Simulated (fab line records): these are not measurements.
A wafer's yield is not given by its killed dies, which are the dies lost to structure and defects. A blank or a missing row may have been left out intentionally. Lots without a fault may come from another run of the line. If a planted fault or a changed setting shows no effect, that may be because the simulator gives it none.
Chamber matching ; flow n5-finfet ; N5_BEOL_M1_CO_CAP_55 on cvd-co-01: 3 sister chambers
The step material Co, precursor CCTBA/H2, target thk 2 nm, time 102.1 s. 3 wafers are shown with their chamber, then 10 later ones without.

## WAFERS WITH THEIR CHAMBER
wafer;chamber;heater-power-w (W)
L085.4;0;214
L086.6;1;223
L093.4;2;273

## WAFERS WITHOUT THEIR CHAMBER
wafer;heater-power-w (W)
L093.6;211
L092.2;217
L092.4;219
L092.6;215
L094.1;273
L094.2;228
L094.3;215
L095.3;229
L095.5;271
L095.6;215

## THE CHAMBER EACH PASSED THROUGH
wafer;from the rows above;in truth
L093.6;0;0
L092.2;can't be placed: 0 or 1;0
L092.4;can't be placed: 1 or 0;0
L092.6;0;0
L094.1;2;2
L094.2;1;1
L094.3;0;0
L095.3;1;1
L095.5;2;2
L095.6;0;0
Placed correctly: 8 of 10. These rows do not allow placing 2 (true chamber among the candidates in 2). Wrongly placed: 0.
How it was worked out, from the rows above alone: a wafer's distance from a chamber is the root of the sum, over the readings, of the square of ((its reading less the chamber's mean) divided by the reading's scatter). If the next closest chamber is less than 2 further off than the closest, the wafer can't be placed; otherwise it belongs to the closest. Each chamber's mean is taken over the wafers shown for it. The scatter (one wafer shown for each chamber): square how far every hidden wafer sits from the nearest shown wafer, average those squares and take the square root.
